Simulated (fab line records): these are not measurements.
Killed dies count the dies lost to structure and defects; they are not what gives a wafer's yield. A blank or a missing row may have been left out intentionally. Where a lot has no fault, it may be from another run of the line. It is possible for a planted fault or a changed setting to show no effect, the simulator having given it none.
The tool behind it: which one? / flow n5 finfet / 24 lots with 72 wafers sampled at 6 steps, on a route of 1938 steps

WHAT EACH GAUGE READ, for each wafer
The record lacks any reading of a measuring or inspecting step that a usual standard deviation could be used to judge.

WHICH TOOL RAN EACH LOT (tool, then ch and the chambers of the sampled wafers, then the start)
lot=L074; N5_GATE_CUT_STRIP_59=rie diel-03 ch 0,1,2, day 4 14:00; N5_GATE_CUT_VAPOR_ETCH_51=rie metal-03 ch 0,1, day 4 17:57; N5_GATE_CUT_CMP_61=cmp-04 ch 1,2, day 4 21:22; N5_MOL_CONTACT_COAG_ALD_20=ald metal-01 ch 2,3, day 4 23:55; N5_MOL_CONTACT_COAG_SPUTTER_143=pvd sputter-03, day 5 01:14; N5_MOL_CONTACT_COAG_SPUTTER_130=pvd sputter-01, day 5 04:50
lot=L075; N5_GATE_CUT_STRIP_59=rie diel-03 ch 2,3, day 4 16:09; N5_GATE_CUT_VAPOR_ETCH_51=rie metal-01 ch 1, day 4 20:35; N5_GATE_CUT_CMP_61=cmp-04 ch 0,2, day 4 23:47; N5_MOL_CONTACT_COAG_ALD_20=ald metal-01 ch 0,2,3, day 5 01:32; N5_MOL_CONTACT_COAG_SPUTTER_143=pvd sputter-03, day 5 03:58; N5_MOL_CONTACT_COAG_SPUTTER_130=pvd sputter-02, day 5 05:47
lot=L076; N5_GATE_CUT_STRIP_59=rie diel-03 ch 0,2, day 5 00:01; N5_GATE_CUT_VAPOR_ETCH_51=rie metal-02 ch 0, day 5 03:55; N5_GATE_CUT_CMP_61=cmp-02 ch 2,3, day 5 06:25; N5_MOL_CONTACT_COAG_ALD_20=ald metal-02 ch 0,3, day 5 08:22; N5_MOL_CONTACT_COAG_SPUTTER_143=pvd sputter-03, day 5 09:50; N5_MOL_CONTACT_COAG_SPUTTER_130=pvd sputter-03, day 5 11:50
lot=L077; N5_GATE_CUT_STRIP_59=rie diel-03 ch 0,3, day 5 06:39; N5_GATE_CUT_VAPOR_ETCH_51=rie metal-03 ch 0,1, day 5 12:14; N5_GATE_CUT_CMP_61=cmp-01 ch 1,2,3, day 5 14:49; N5_MOL_CONTACT_COAG_ALD_20=ald metal-01 ch 0,2,3, day 5 16:40; N5_MOL_CONTACT_COAG_SPUTTER_143=pvd sputter-02, day 5 17:37; N5_MOL_CONTACT_COAG_SPUTTER_130=pvd sputter-02, day 5 20:46
lot=L078; N5_GATE_CUT_STRIP_59=rie diel-02 ch 0,1,2, day 5 17:16; N5_GATE_CUT_VAPOR_ETCH_51=rie metal-02 ch 0,1, day 5 21:12; N5_GATE_CUT_CMP_61=cmp-02 ch 0,1,2, day 5 23:48; N5_MOL_CONTACT_COAG_ALD_20=ald metal-02 ch 1,2,3, day 6 01:28; N5_MOL_CONTACT_COAG_SPUTTER_143=pvd sputter-02, day 6 04:02; N5_MOL_CONTACT_COAG_SPUTTER_130=pvd sputter-02, day 6 07:22
lot=L079; N5_GATE_CUT_STRIP_59=rie diel-02 ch 0,2, day 5 20:09; N5_GATE_CUT_VAPOR_ETCH_51=rie metal-01 ch 1, day 6 00:16; N5_GATE_CUT_CMP_61=cmp-04 ch 1,2,3, day 6 03:26; N5_MOL_CONTACT_COAG_ALD_20=ald metal-03 ch 0,3, day 6 07:08; N5_MOL_CONTACT_COAG_SPUTTER_143=pvd sputter-01, day 6 08:10; N5_MOL_CONTACT_COAG_SPUTTER_130=pvd sputter-02, day 6 11:29
lot=L081; N5_GATE_CUT_STRIP_59=rie diel-01 ch 0,1, day 6 02:42; N5_GATE_CUT_VAPOR_ETCH_51=rie metal-01 ch 0,1, day 6 06:47; N5_GATE_CUT_CMP_61=cmp-01 ch 0,3, day 6 10:08; N5_MOL_CONTACT_COAG_ALD_20=ald metal-02 ch 0,1,3, day 6 11:50; N5_MOL_CONTACT_COAG_SPUTTER_143=pvd sputter-02, day 6 15:38; N5_MOL_CONTACT_COAG_SPUTTER_130=pvd sputter-01, day 6 17:23
lot=L080; N5_GATE_CUT_STRIP_59=rie diel-02 ch 1,2, day 6 05:16; N5_GATE_CUT_VAPOR_ETCH_51=rie metal-01 ch 0,1, day 6 09:17; N5_GATE_CUT_CMP_61=cmp-01 ch 2,3, day 6 12:10; N5_MOL_CONTACT_COAG_ALD_20=ald metal-03 ch 2,3, day 6 15:29; N5_MOL_CONTACT_COAG_SPUTTER_143=pvd sputter-02, day 6 16:36; N5_MOL_CONTACT_COAG_SPUTTER_130=pvd sputter-01, day 6 20:40
lot=L082; N5_GATE_CUT_STRIP_59=rie diel-01 ch 0,2,3, day 6 12:16; N5_GATE_CUT_VAPOR_ETCH_51=rie metal-01 ch 0,1, day 6 16:23; N5_GATE_CUT_CMP_61=cmp-01 ch 1,2,3, day 6 19:00; N5_MOL_CONTACT_COAG_ALD_20=ald metal-03 ch 1,2, day 6 20:33; N5_MOL_CONTACT_COAG_SPUTTER_143=pvd sputter-01, day 6 21:40; N5_MOL_CONTACT_COAG_SPUTTER_130=pvd sputter-03, day 7 00:16
lot=L083; N5_GATE_CUT_STRIP_59=rie diel-01 ch 1,3, day 6 19:20; N5_GATE_CUT_VAPOR_ETCH_51=rie metal-02 ch 0, day 6 23:24; N5_GATE_CUT_CMP_61=cmp-02 ch 1,2,3, day 7 01:56; N5_MOL_CONTACT_COAG_ALD_20=ald metal-02 ch 0,2,3, day 7 03:36; N5_MOL_CONTACT_COAG_SPUTTER_143=pvd sputter-03, day 7 06:26; N5_MOL_CONTACT_COAG_SPUTTER_130=pvd sputter-01, day 7 09:46
lot=L084; N5_GATE_CUT_STRIP_59=rie diel-01 ch 0,3, day 6 22:16; N5_GATE_CUT_VAPOR_ETCH_51=rie metal-03 ch 0,1, day 7 02:10; N5_GATE_CUT_CMP_61=cmp-02 ch 0,1,3, day 7 04:40; N5_MOL_CONTACT_COAG_ALD_20=ald metal-03 ch 1,2, day 7 06:18; N5_MOL_CONTACT_COAG_SPUTTER_143=pvd sputter-02, day 7 07:16; N5_MOL_CONTACT_COAG_SPUTTER_130=pvd sputter-03, day 7 09:57
lot=L085; N5_GATE_CUT_STRIP_59=rie diel-01 ch 0,1,3, day 7 03:01; N5_GATE_CUT_VAPOR_ETCH_51=rie metal-01 ch 0,1, day 7 06:56; N5_GATE_CUT_CMP_61=cmp-02 ch 1,2,3, day 7 09:26; N5_MOL_CONTACT_COAG_ALD_20=ald metal-03 ch 1,3, day 7 11:22; N5_MOL_CONTACT_COAG_SPUTTER_143=pvd sputter-01, day 7 13:14; N5_MOL_CONTACT_COAG_SPUTTER_130=pvd sputter-02, day 7 16:58
lot=L086; N5_GATE_CUT_STRIP_59=rie diel-03 ch 0,1,2, day 7 08:35; N5_GATE_CUT_VAPOR_ETCH_51=rie metal-03 ch 0,1, day 7 12:37; N5_GATE_CUT_CMP_61=cmp-02 ch 0,1,3, day 7 15:17; N5_MOL_CONTACT_COAG_ALD_20=ald metal-03 ch 0,1,3, day 7 16:55; N5_MOL_CONTACT_COAG_SPUTTER_143=pvd sputter-01, day 7 17:36; N5_MOL_CONTACT_COAG_SPUTTER_130=pvd sputter-02, day 7 21:05
lot=L087; N5_GATE_CUT_STRIP_59=rie diel-03 ch 0,3, day 7 17:56; N5_GATE_CUT_VAPOR_ETCH_51=rie metal-02 ch 0,1, day 7 21:51; N5_GATE_CUT_CMP_61=cmp-01 ch 1,3, day 8 00:23; N5_MOL_CONTACT_COAG_ALD_20=ald metal-02 ch 2,3, day 8 02:03; N5_MOL_CONTACT_COAG_SPUTTER_143=pvd sputter-02, day 8 02:55; N5_MOL_CONTACT_COAG_SPUTTER_130=pvd sputter-01, day 8 07:43
lot=L088; N5_GATE_CUT_STRIP_59=rie diel-01 ch 0,2,3, day 7 22:10; N5_GATE_CUT_VAPOR_ETCH_51=rie metal-02 ch 0,1, day 8 02:04; N5_GATE_CUT_CMP_61=cmp-04 ch 1,2,3, day 8 04:40; N5_MOL_CONTACT_COAG_ALD_20=ald metal-03 ch 1,2,3, day 8 07:56; N5_MOL_CONTACT_COAG_SPUTTER_143=pvd sputter-01, day 8 08:46; N5_MOL_CONTACT_COAG_SPUTTER_130=pvd sputter-02, day 8 11:41
lot=L089; N5_GATE_CUT_STRIP_59=rie diel-02 ch 0,2, day 8 01:58; N5_GATE_CUT_VAPOR_ETCH_51=rie metal-03 ch 0,1, day 8 06:07; N5_GATE_CUT_CMP_61=cmp-04 ch 0,2, day 8 08:46; N5_MOL_CONTACT_COAG_ALD_20=ald metal-03 ch 0,1, day 8 11:52; N5_MOL_CONTACT_COAG_SPUTTER_143=pvd sputter-03, day 8 13:07; N5_MOL_CONTACT_COAG_SPUTTER_130=pvd sputter-02, day 8 15:09
lot=L090; N5_GATE_CUT_STRIP_59=rie diel-01 ch 0,2,3, day 8 08:50; N5_GATE_CUT_VAPOR_ETCH_51=rie metal-02 ch 0,1, day 8 12:53; N5_GATE_CUT_CMP_61=cmp-04 ch 0,2,3, day 8 17:01; N5_MOL_CONTACT_COAG_ALD_20=ald metal-03 ch 0,1,3, day 8 19:11; N5_MOL_CONTACT_COAG_SPUTTER_143=pvd sputter-01, day 8 19:59; N5_MOL_CONTACT_COAG_SPUTTER_130=pvd sputter-02, day 8 23:23
lot=L091; N5_GATE_CUT_STRIP_59=rie diel-03 ch 1,2, day 8 17:17; N5_GATE_CUT_VAPOR_ETCH_51=rie metal-03 ch 0,1, day 8 21:13; N5_GATE_CUT_CMP_61=cmp-04 ch 0,1,2, day 8 23:42; N5_MOL_CONTACT_COAG_ALD_20=ald metal-03 ch 2,3, day 9 02:13; N5_MOL_CONTACT_COAG_SPUTTER_143=pvd sputter-02, day 9 03:19; N5_MOL_CONTACT_COAG_SPUTTER_130=pvd sputter-03, day 9 05:11
lot=L092; N5_GATE_CUT_STRIP_59=rie diel-03 ch 0,1,3, day 9 01:29; N5_GATE_CUT_VAPOR_ETCH_51=rie metal-01 ch 0,1, day 9 05:43; N5_GATE_CUT_CMP_61=cmp-02 ch 0,3, day 9 08:14; N5_MOL_CONTACT_COAG_ALD_20=ald metal-03 ch 0,2,3, day 9 10:16; N5_MOL_CONTACT_COAG_SPUTTER_143=pvd sputter-02, day 9 11:08; N5_MOL_CONTACT_COAG_SPUTTER_130=pvd sputter-01, day 9 15:22
lot=L093; N5_GATE_CUT_STRIP_59=rie diel-01 ch 0,2,3, day 9 04:02; N5_GATE_CUT_VAPOR_ETCH_51=rie metal-03 ch 0,1, day 9 08:23; N5_GATE_CUT_CMP_61=cmp-01 ch 0,1,3, day 9 10:53; N5_MOL_CONTACT_COAG_ALD_20=ald metal-03 ch 1,2,3, day 9 15:02; N5_MOL_CONTACT_COAG_SPUTTER_143=pvd sputter-01, day 9 18:24; N5_MOL_CONTACT_COAG_SPUTTER_130=pvd sputter-03, day 9 20:59
lot=L094; N5_GATE_CUT_STRIP_59=rie diel-01 ch 0,2,3, day 9 11:40; N5_GATE_CUT_VAPOR_ETCH_51=rie metal-01 ch 0,1, day 9 16:08; N5_GATE_CUT_CMP_61=cmp-02 ch 1,2,3, day 9 18:40; N5_MOL_CONTACT_COAG_ALD_20=ald metal-01 ch 0,1,3, day 9 20:46; N5_MOL_CONTACT_COAG_SPUTTER_143=pvd sputter-03, day 9 22:11; N5_MOL_CONTACT_COAG_SPUTTER_130=pvd sputter-01, day 10 03:26
lot=L095; N5_GATE_CUT_STRIP_59=rie diel-03 ch 0,2, day 9 16:42; N5_GATE_CUT_VAPOR_ETCH_51=rie metal-02 ch 1, day 9 20:56; N5_GATE_CUT_CMP_61=cmp-01 ch 0,3, day 9 23:25; N5_MOL_CONTACT_COAG_ALD_20=ald metal-03 ch 0,1,2, day 10 03:24; N5_MOL_CONTACT_COAG_SPUTTER_143=pvd sputter-01, day 10 09:24; N5_MOL_CONTACT_COAG_SPUTTER_130=pvd sputter-03, day 10 12:53
lot=L096; N5_GATE_CUT_STRIP_59=rie diel-03 ch 1,3, day 10 02:28; N5_GATE_CUT_VAPOR_ETCH_51=rie metal-02 ch 0,1, day 10 06:23; N5_GATE_CUT_CMP_61=cmp-02 ch 0,2,3, day 10 09:30; N5_MOL_CONTACT_COAG_ALD_20=ald metal-03 ch 2,3, day 10 12:32; N5_MOL_CONTACT_COAG_SPUTTER_143=pvd sputter-03, day 10 15:56; N5_MOL_CONTACT_COAG_SPUTTER_130=pvd sputter-03, day 10 17:57
lot=L097; N5_GATE_CUT_STRIP_59=rie diel-01 ch 1,2,3, day 10 06:17; N5_GATE_CUT_VAPOR_ETCH_51=rie metal-01 ch 0,1, day 10 10:49; N5_GATE_CUT_CMP_61=cmp-01 ch 1,2, day 10 13:19; N5_MOL_CONTACT_COAG_ALD_20=ald metal-03 ch 2,3, day 10 16:35; N5_MOL_CONTACT_COAG_SPUTTER_143=pvd sputter-02, day 10 18:16; N5_MOL_CONTACT_COAG_SPUTTER_130=pvd sputter-02, day 10 20:44
- N5_GATE_CUT_STRIP_59: strips in N2/H2, time 20 s.
- N5_GATE_CUT_VAPOR_ETCH_51: etches HfO2 in BCl3/Cl2.
- N5_GATE_CUT_CMP_61: polishes, stops on SiNx, t overpolish 3 s.
- N5_MOL_CONTACT_COAG_ALD_20: deposits TiN, target thk 1.5 nm, pulse time 1 s, purge time 3 s.
- N5_MOL_CONTACT_COAG_SPUTTER_143: material Co, target thk 2.5 nm.
- N5_MOL_CONTACT_COAG_SPUTTER_130: material Co, target thk 47.5 nm.

WHAT THE TOOLS THEMSELVES READ (means of the sampled wafers that have a number; where no wafer has one, the mark that the record gives instead)
N5_GATE_CUT_STRIP_59.
lot=L074; tool=rie diel-03; bias power w (W)=2.996; drypump motor current A (A)=5.6; oes product au (a.u.)=0.75; rf vpp V (V)=44.9; showerhead plenum p Torr (Torr)=3.32; throttle valve pct (%)=12.47
lot=L075; tool=rie diel-03; bias power w (W)=3.006; drypump motor current A (A)=5.4; oes product au (a.u.)=0.78; rf vpp V (V)=44.0; showerhead plenum p Torr (Torr)=3.37; throttle valve pct (%)=12.38
lot=L076; tool=rie diel-03; bias power w (W)=2.991; drypump motor current A (A)=5.4; oes product au (a.u.)=0.78; rf vpp V (V)=44.5; showerhead plenum p Torr (Torr)=3.38; throttle valve pct (%)=12.36
lot=L077; tool=rie diel-03; bias power w (W)=2.996; drypump motor current A (A)=5.5; oes product au (a.u.)=0.76; rf vpp V (V)=45.1; showerhead plenum p Torr (Torr)=3.36; throttle valve pct (%)=12.51
lot=L078; tool=rie diel-02; bias power w (W)=3.000; drypump motor current A (A)=5.7; oes product au (a.u.)=0.79; rf vpp V (V)=45.0; showerhead plenum p Torr (Torr)=3.40; throttle valve pct (%)=12.23
lot=L079; tool=rie diel-02; bias power w (W)=3.000; drypump motor current A (A)=5.7; oes product au (a.u.)=0.78; rf vpp V (V)=45.2; showerhead plenum p Torr (Torr)=3.35; throttle valve pct (%)=12.26
lot=L081; tool=rie diel-01; bias power w (W)=2.986; drypump motor current A (A)=5.8; oes product au (a.u.)=0.74; rf vpp V (V)=45.0; showerhead plenum p Torr (Torr)=3.38; throttle valve pct (%)=12.48
lot=L080; tool=rie diel-02; bias power w (W)=3.001; drypump motor current A (A)=5.6; oes product au (a.u.)=0.74; rf vpp V (V)=45.3; showerhead plenum p Torr (Torr)=3.46; throttle valve pct (%)=12.44
lot=L082; tool=rie diel-01; bias power w (W)=3.002; drypump motor current A (A)=5.9; oes product au (a.u.)=0.74; rf vpp V (V)=44.7; showerhead plenum p Torr (Torr)=3.38; throttle valve pct (%)=12.46
lot=L083; tool=rie diel-01; bias power w (W)=2.990; drypump motor current A (A)=6.2; oes product au (a.u.)=0.75; rf vpp V (V)=44.4; showerhead plenum p Torr (Torr)=3.33; throttle valve pct (%)=12.49
lot=L084; tool=rie diel-01; bias power w (W)=3.003; drypump motor current A (A)=6.2; oes product au (a.u.)=0.74; rf vpp V (V)=45.0; showerhead plenum p Torr (Torr)=3.29; throttle valve pct (%)=12.41
lot=L085; tool=rie diel-01; bias power w (W)=2.994; drypump motor current A (A)=6.1; oes product au (a.u.)=0.74; rf vpp V (V)=44.8; showerhead plenum p Torr (Torr)=3.33; throttle valve pct (%)=12.48
lot=L086; tool=rie diel-03; bias power w (W)=3.005; drypump motor current A (A)=5.6; oes product au (a.u.)=0.74; rf vpp V (V)=45.3; showerhead plenum p Torr (Torr)=3.31; throttle valve pct (%)=12.52
lot=L087; tool=rie diel-03; bias power w (W)=3.004; drypump motor current A (A)=5.5; oes product au (a.u.)=0.75; rf vpp V (V)=45.2; showerhead plenum p Torr (Torr)=3.35; throttle valve pct (%)=12.55
lot=L088; tool=rie diel-01; bias power w (W)=3.000; drypump motor current A (A)=5.9; oes product au (a.u.)=0.73; rf vpp V (V)=44.7; showerhead plenum p Torr (Torr)=3.38; throttle valve pct (%)=12.49
lot=L089; tool=rie diel-02; bias power w (W)=3.008; drypump motor current A (A)=5.8; oes product au (a.u.)=0.81; rf vpp V (V)=44.7; showerhead plenum p Torr (Torr)=3.32; throttle valve pct (%)=12.08
lot=L090; tool=rie diel-01; bias power w (W)=3.007; drypump motor current A (A)=5.9; oes product au (a.u.)=0.73; rf vpp V (V)=45.2; showerhead plenum p Torr (Torr)=3.37; throttle valve pct (%)=12.49
lot=L091; tool=rie diel-03; bias power w (W)=3.004; drypump motor current A (A)=5.5; oes product au (a.u.)=0.83; rf vpp V (V)=45.5; showerhead plenum p Torr (Torr)=3.44; throttle valve pct (%)=12.31
lot=L092; tool=rie diel-03; bias power w (W)=2.992; drypump motor current A (A)=5.6; oes product au (a.u.)=0.81; rf vpp V (V)=46.3; showerhead plenum p Torr (Torr)=3.43; throttle valve pct (%)=12.42
lot=L093; tool=rie diel-01; bias power w (W)=2.999; drypump motor current A (A)=5.9; oes product au (a.u.)=0.72; rf vpp V (V)=45.1; showerhead plenum p Torr (Torr)=3.37; throttle valve pct (%)=12.50
lot=L094; tool=rie diel-01; bias power w (W)=3.002; drypump motor current A (A)=5.9; oes product au (a.u.)=0.72; rf vpp V (V)=44.7; showerhead plenum p Torr (Torr)=3.37; throttle valve pct (%)=12.51
lot=L095; tool=rie diel-03; bias power w (W)=2.995; drypump motor current A (A)=5.4; oes product au (a.u.)=0.74; rf vpp V (V)=46.0; showerhead plenum p Torr (Torr)=3.36; throttle valve pct (%)=12.48
lot=L096; tool=rie diel-03; bias power w (W)=2.998; drypump motor current A (A)=5.8; oes product au (a.u.)=0.85; rf vpp V (V)=45.4; showerhead plenum p Torr (Torr)=3.50; throttle valve pct (%)=12.32
lot=L097; tool=rie diel-01; bias power w (W)=2.998; drypump motor current A (A)=6.0; oes product au (a.u.)=0.73; rf vpp V (V)=45.2; showerhead plenum p Torr (Torr)=3.36; throttle valve pct (%)=12.55

N5_GATE_CUT_VAPOR_ETCH_51.
lot=L074; tool=rie metal-03; drypump motor current A (A)=6.1; he backside leak sccm (sccm)=3.31; oes product au (a.u.)=0.91
lot=L075; tool=rie metal-01; drypump motor current A (A)=4.9; he backside leak sccm (sccm)=3.76; oes product au (a.u.)=0.64
lot=L076; tool=rie metal-02; drypump motor current A (A)=5.4; he backside leak sccm (sccm)=3.17; oes product au (a.u.)=0.91
lot=L077; tool=rie metal-03; drypump motor current A (A)=5.8; he backside leak sccm (sccm)=3.57; oes product au (a.u.)=0.92
lot=L078; tool=rie metal-02; drypump motor current A (A)=5.6; he backside leak sccm (sccm)=3.20; oes product au (a.u.)=0.82
lot=L079; tool=rie metal-01; drypump motor current A (A)=4.9; he backside leak sccm (sccm)=3.56; oes product au (a.u.)=0.64
lot=L081; tool=rie metal-01; drypump motor current A (A)=5.7; he backside leak sccm (sccm)=3.64; oes product au (a.u.)=0.63
lot=L080; tool=rie metal-01; drypump motor current A (A)=5.3; he backside leak sccm (sccm)=3.64; oes product au (a.u.)=0.63
lot=L082; tool=rie metal-01; drypump motor current A (A)=5.3; he backside leak sccm (sccm)=3.62; oes product au (a.u.)=0.63
lot=L083; tool=rie metal-02; drypump motor current A (A)=5.4; he backside leak sccm (sccm)=3.01; oes product au (a.u.)=0.88
lot=L084; tool=rie metal-03; drypump motor current A (A)=6.1; he backside leak sccm (sccm)=3.52; oes product au (a.u.)=0.89
lot=L085; tool=rie metal-01; drypump motor current A (A)=5.3; he backside leak sccm (sccm)=3.55; oes product au (a.u.)=0.63
lot=L086; tool=rie metal-03; drypump motor current A (A)=6.1; he backside leak sccm (sccm)=3.48; oes product au (a.u.)=0.88
lot=L087; tool=rie metal-02; drypump motor current A (A)=5.6; he backside leak sccm (sccm)=3.29; oes product au (a.u.)=0.80
lot=L088; tool=rie metal-02; drypump motor current A (A)=5.5; he backside leak sccm (sccm)=3.05; oes product au (a.u.)=0.83
lot=L089; tool=rie metal-03; drypump motor current A (A)=5.8; he backside leak sccm (sccm)=3.37; oes product au (a.u.)=0.88
lot=L090; tool=rie metal-02; drypump motor current A (A)=5.5; he backside leak sccm (sccm)=3.18; oes product au (a.u.)=0.82
lot=L091; tool=rie metal-03; drypump motor current A (A)=6.1; he backside leak sccm (sccm)=3.35; oes product au (a.u.)=0.87
lot=L092; tool=rie metal-01; drypump motor current A (A)=5.7; he backside leak sccm (sccm)=3.34; oes product au (a.u.)=0.62
lot=L093; tool=rie metal-03; drypump motor current A (A)=6.1; he backside leak sccm (sccm)=3.28; oes product au (a.u.)=0.86
lot=L094; tool=rie metal-01; drypump motor current A (A)=5.3; he backside leak sccm (sccm)=3.65; oes product au (a.u.)=0.62
lot=L095; tool=rie metal-02; drypump motor current A (A)=5.8; he backside leak sccm (sccm)=3.03; oes product au (a.u.)=0.77
lot=L096; tool=rie metal-02; drypump motor current A (A)=5.5; he backside leak sccm (sccm)=3.12; oes product au (a.u.)=0.82
lot=L097; tool=rie metal-01; drypump motor current A (A)=5.3; he backside leak sccm (sccm)=3.59; oes product au (a.u.)=0.62

N5_GATE_CUT_CMP_61.
lot=L074; tool=cmp-04; motor current A (A)=12.5
lot=L075; tool=cmp-04; motor current A (A)=10.9
lot=L076; tool=cmp-02; motor current A (A)=11.5
lot=L077; tool=cmp-01; motor current A (A)=11.1
lot=L078; tool=cmp-02; motor current A (A)=11.4
lot=L079; tool=cmp-04; motor current A (A)=12.4
lot=L081; tool=cmp-01; motor current A (A)=10.6
lot=L080; tool=cmp-01; motor current A (A)=10.6
lot=L082; tool=cmp-01; motor current A (A)=10.9
lot=L083; tool=cmp-02; motor current A (A)=11.2
lot=L084; tool=cmp-02; motor current A (A)=11.7
lot=L085; tool=cmp-02; motor current A (A)=11.7
lot=L086; tool=cmp-02; motor current A (A)=11.8
lot=L087; tool=cmp-01; motor current A (A)=11.3
lot=L088; tool=cmp-04; motor current A (A)=12.4
lot=L089; tool=cmp-04; motor current A (A)=10.5
lot=L090; tool=cmp-04; motor current A (A)=11.4
lot=L091; tool=cmp-04; motor current A (A)=11.2
lot=L092; tool=cmp-02; motor current A (A)=12.7
lot=L093; tool=cmp-01; motor current A (A)=11.1
lot=L094; tool=cmp-02; motor current A (A)=11.1
lot=L095; tool=cmp-01; motor current A (A)=10.8
lot=L096; tool=cmp-02; motor current A (A)=12.2
lot=L097; tool=cmp-01; motor current A (A)=11.6

N5_MOL_CONTACT_COAG_ALD_20.
lot=L074; tool=ald metal-01; heater power w (W)=1015; precursor pulse height rel=1.016
lot=L075; tool=ald metal-01; heater power w (W)=950; precursor pulse height rel=1.000
lot=L076; tool=ald metal-02; heater power w (W)=832; precursor pulse height rel=0.992
lot=L077; tool=ald metal-01; heater power w (W)=951; precursor pulse height rel=0.994
lot=L078; tool=ald metal-02; heater power w (W)=812; precursor pulse height rel=0.994
lot=L079; tool=ald metal-03; heater power w (W)=856; precursor pulse height rel=0.980
lot=L081; tool=ald metal-02; heater power w (W)=839; precursor pulse height rel=1.006
lot=L080; tool=ald metal-03; heater power w (W)=813; precursor pulse height rel=0.989
lot=L082; tool=ald metal-03; heater power w (W)=828; precursor pulse height rel=0.995
lot=L083; tool=ald metal-02; heater power w (W)=811; precursor pulse height rel=1.006
lot=L084; tool=ald metal-03; heater power w (W)=814; precursor pulse height rel=1.016
lot=L085; tool=ald metal-03; heater power w (W)=910; precursor pulse height rel=0.995
lot=L086; tool=ald metal-03; heater power w (W)=887; precursor pulse height rel=1.015
lot=L087; tool=ald metal-02; heater power w (W)=790; precursor pulse height rel=1.006
lot=L088; tool=ald metal-03; heater power w (W)=848; precursor pulse height rel=1.002
lot=L089; tool=ald metal-03; heater power w (W)=876; precursor pulse height rel=1.010
lot=L090; tool=ald metal-03; heater power w (W)=881; precursor pulse height rel=0.984
lot=L091; tool=ald metal-03; heater power w (W)=861; precursor pulse height rel=1.004
lot=L092; tool=ald metal-03; heater power w (W)=850; precursor pulse height rel=1.003
lot=L093; tool=ald metal-03; heater power w (W)=870; precursor pulse height rel=1.021
lot=L094; tool=ald metal-01; heater power w (W)=854; precursor pulse height rel=1.000
lot=L095; tool=ald metal-03; heater power w (W)=849; precursor pulse height rel=0.994
lot=L096; tool=ald metal-03; heater power w (W)=830; precursor pulse height rel=1.022
lot=L097; tool=ald metal-03; heater power w (W)=871; precursor pulse height rel=1.017

N5_MOL_CONTACT_COAG_SPUTTER_143.
lot=L074; tool=pvd sputter-03; throttle valve pct (%)=30.8
lot=L075; tool=pvd sputter-03; throttle valve pct (%)=29.6
lot=L076; tool=pvd sputter-03; throttle valve pct (%)=30.9
lot=L077; tool=pvd sputter-02; throttle valve pct (%)=31.5
lot=L078; tool=pvd sputter-02; throttle valve pct (%)=31.4
lot=L079; tool=pvd sputter-01; throttle valve pct (%)=30.8
lot=L081; tool=pvd sputter-02; throttle valve pct (%)=30.9
lot=L080; tool=pvd sputter-02; throttle valve pct (%)=30.5
lot=L082; tool=pvd sputter-01; throttle valve pct (%)=31.2
lot=L083; tool=pvd sputter-03; throttle valve pct (%)=31.0
lot=L084; tool=pvd sputter-02; throttle valve pct (%)=31.3
lot=L085; tool=pvd sputter-01; throttle valve pct (%)=31.2
lot=L086; tool=pvd sputter-01; throttle valve pct (%)=30.8
lot=L087; tool=pvd sputter-02; throttle valve pct (%)=31.4
lot=L088; tool=pvd sputter-01; throttle valve pct (%)=30.3
lot=L089; tool=pvd sputter-03; throttle valve pct (%)=30.9
lot=L090; tool=pvd sputter-01; throttle valve pct (%)=31.2
lot=L091; tool=pvd sputter-02; throttle valve pct (%)=31.5
lot=L092; tool=pvd sputter-02; throttle valve pct (%)=30.6
lot=L093; tool=pvd sputter-01; throttle valve pct (%)=30.8
lot=L094; tool=pvd sputter-03; throttle valve pct (%)=29.9
lot=L095; tool=pvd sputter-01; throttle valve pct (%)=30.5
lot=L096; tool=pvd sputter-03; throttle valve pct (%)=30.2
lot=L097; tool=pvd sputter-02; throttle valve pct (%)=31.1

N5_MOL_CONTACT_COAG_SPUTTER_130.
lot=L074; tool=pvd sputter-01; throttle valve pct (%)=31.4
lot=L075; tool=pvd sputter-02; throttle valve pct (%)=30.2
lot=L076; tool=pvd sputter-03; throttle valve pct (%)=30.4
lot=L077; tool=pvd sputter-02; throttle valve pct (%)=30.8
lot=L078; tool=pvd sputter-02; throttle valve pct (%)=31.4
lot=L079; tool=pvd sputter-02; throttle valve pct (%)=31.4
lot=L081; tool=pvd sputter-01; throttle valve pct (%)=29.9
lot=L080; tool=pvd sputter-01; throttle valve pct (%)=30.8
lot=L082; tool=pvd sputter-03; throttle valve pct (%)=30.9
lot=L083; tool=pvd sputter-01; throttle valve pct (%)=30.4
lot=L084; tool=pvd sputter-03; throttle valve pct (%)=30.2
lot=L085; tool=pvd sputter-02; throttle valve pct (%)=30.5
lot=L086; tool=pvd sputter-02; throttle valve pct (%)=30.7
lot=L087; tool=pvd sputter-01; throttle valve pct (%)=30.6
lot=L088; tool=pvd sputter-02; throttle valve pct (%)=30.6
lot=L089; tool=pvd sputter-02; throttle valve pct (%)=30.6
lot=L090; tool=pvd sputter-02; throttle valve pct (%)=30.6
lot=L091; tool=pvd sputter-03; throttle valve pct (%)=30.4
lot=L092; tool=pvd sputter-01; throttle valve pct (%)=30.4
lot=L093; tool=pvd sputter-03; throttle valve pct (%)=29.9
lot=L094; tool=pvd sputter-01; throttle valve pct (%)=30.9
lot=L095; tool=pvd sputter-03; throttle valve pct (%)=30.7
lot=L096; tool=pvd sputter-03; throttle valve pct (%)=30.9
lot=L097; tool=pvd sputter-02; throttle valve pct (%)=30.8

THE ANSWER, worked out from the rows above alone
Rule: the usual values come from the lots themselves. Put in order of their means at a reading, lots are off if they are a third of the lots or fewer, leave a main group of 4 or more, and stand apart from it by a gap of 3 or more times the standard deviation of the main group's means; of several such gaps the widest counts. Not used: any main group whose means are identical at the precision the tables above print for the reading. Also off: a lot with no number at a reading for which 4 or more lots have one. Any other lot the step has rows for is counted as sound. First the gauges in route order, then the tools' own readings, where a lot's mean is used as printed above. At the first step where some lot is off, the reading lying furthest off is the one used; lots without a number count as furthest.
Across all readings shown, no lot is off: no conclusion can be drawn from this.

WHAT THE SIMULATOR HAD PUT IN
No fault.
